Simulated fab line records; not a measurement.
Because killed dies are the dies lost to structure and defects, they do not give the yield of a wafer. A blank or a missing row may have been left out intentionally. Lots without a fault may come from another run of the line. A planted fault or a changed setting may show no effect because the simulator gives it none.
One fault seen from 3 desks || flow nand-harc || each desk has only its own numbers; what lay behind them comes last

FOR THE TOOL OWNER'S DESK: pecvd-onon-01
The tool's own readings at NHARC_A_ONON_D1_DEP_19 (target thk 1000 nm): means of the sampled wafers that have a number, for each lot that ran on this tool. If a lot's mean is further than 4 standard deviations from the usual mean, the lot is out of limits and carries the mark OUT (the distance appears in the brackets).
Columns: A = n2-flow-sccm at NHARC_A_ONON_D1_DEP_19, usual 2750 sccm
{"lot": "L830", "first seen here": "day 8 13:32", "A": 2757}
{"lot": "L839", "first seen here": "day 10 06:58", "A": 2744}
{"lot": "L842", "first seen here": "day 11 03:11", "A": 2742}
Result from this desk: across the 3 lots, nothing is out of limits.

THE DEFECT DESK
Lot by lot, what the route's inspections counted, given as the mean of those sampled wafers with a number. If a lot's mean is further than 4 standard deviations from the usual mean, the lot is out of limits and carries the mark OUT (the distance appears in the brackets).
Columns: A = raw-defect-count at NHARC_A_CHANNEL_HOLE_D1_INSPECT_12, usual 5.4
{"lot": "L831", "first seen here": "day 8 17:29", "A": 9.3}
{"lot": "L829", "first seen here": "day 8 17:38", "A": 3.3}
{"lot": "L830", "first seen here": "day 8 21:50", "A": 2.7}
{"lot": "L833", "first seen here": "day 8 23:42", "A": 4.3}
{"lot": "L832", "first seen here": "day 9 06:11", "A": 8.3}
{"lot": "L839", "first seen here": "day 10 16:47", "A": 5.0}
{"lot": "L844", "first seen here": "day 11 08:41", "A": 4.3}
{"lot": "L842", "first seen here": "day 11 09:07", "A": 6.0}
{"lot": "L845", "first seen here": "day 12 06:55", "A": 5.7}
{"lot": "L847", "first seen here": "day 12 15:20", "A": 4.3}
{"lot": "L849", "first seen here": "day 13 04:17", "A": 6.0}
{"lot": "L852", "first seen here": "day 13 17:33", "A": 8.0}
Result from this desk: across the 12 lots, nothing is out of limits.

METROLOGY DESK
Lot by lot, what the gauges showed, no matter which tool ran the lot: averages of those sampled wafers that carry a number. If a lot's mean is further than 4 standard deviations from the usual mean, the lot is out of limits and carries the mark OUT (the distance appears in the brackets).
Columns: A = cd-nm at NHARC_P_BONDPAD_CD_MEAS_13, usual 497.7 nm; B = thk-nm at NHARC_A_ONON_D1_THK_MEAS_21, usual 1001 nm; C = overlay-x-nm at NHARC_A_CHANNEL_HOLE_D1_OVL_MEAS_11, usual 0.1 nm; D = overlay-y-nm at NHARC_A_CHANNEL_HOLE_D1_OVL_MEAS_11, usual -0.3 nm
{"lot": "L829", "first seen here": "day 6 11:50", "A": 495.1, "B": 994, "C": 1.2, "D": -0.9}
{"lot": "L831", "first seen here": "day 6 15:02", "A": 499.4, "B": 1016, "C": 0.0, "D": -1.6}
{"lot": "L830", "first seen here": "day 7 00:34", "A": 497.5, "B": 1003, "C": -1.7, "D": -1.4}
{"lot": "L833", "first seen here": "day 7 04:13", "A": 495.9, "B": 990, "C": -0.7, "D": -1.3}
{"lot": "L832", "first seen here": "day 7 09:14", "A": 500.8, "B": 984, "C": 0.3, "D": -0.3}
{"lot": "L839", "first seen here": "day 8 19:09", "A": 497.5, "B": "788 (-19) OUT", "C": -0.4, "D": 1.4}
{"lot": "L844", "first seen here": "day 9 14:24", "A": 498.3, "B": 997, "C": -0.3, "D": -0.3}
{"lot": "L842", "first seen here": "day 9 15:10", "A": 497.6, "B": "872 (-12) OUT", "C": -0.2, "D": 0.3}
{"lot": "L845", "first seen here": "day 10 15:50", "A": 496.7, "B": 995, "C": -0.1, "D": 1.1}
{"lot": "L847", "first seen here": "day 10 23:35", "A": 499.7, "B": 1010, "C": -1.2, "D": -0.3}
{"lot": "L849", "first seen here": "day 11 07:17", "A": 497.3, "B": 1011, "C": 0.4, "D": -1.3}
{"lot": "L852", "first seen here": "day 11 21:50", "A": 499.0, "B": 1017, "C": 0.5, "D": -0.8}
This desk's verdict: out of limits on L839, L842, starting with L839 at day 10 07:28 (thk-nm at NHARC_A_ONON_D1_THK_MEAS_21). Within limits: L829, L831, L830, L833, L832, L844, L845, L847, L849, L852.

TAKEN TOGETHER
L839, L842 would have let the metrology desk raise an alarm at day 10 07:28.
The tool owner's desk saw nothing out of limits.
Nothing out of limits was seen by the defect desk.
The tool owner's desk has L839, L842 on record, within its limits.
The defect desk has L839, L842 on record, within its limits.
Of the lots named, all ran NHARC_A_ONON_D1_DEP_19 on pecvd-onon-01.

WHAT HAD BEEN PUT IN BY THE SIMULATOR
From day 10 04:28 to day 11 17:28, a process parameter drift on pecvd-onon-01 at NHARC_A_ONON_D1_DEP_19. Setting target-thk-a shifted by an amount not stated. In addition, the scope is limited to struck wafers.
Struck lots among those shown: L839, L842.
Per desk, hours elapsed from the start of the fault to the first reading out of limits: for the metrology desk, 3.
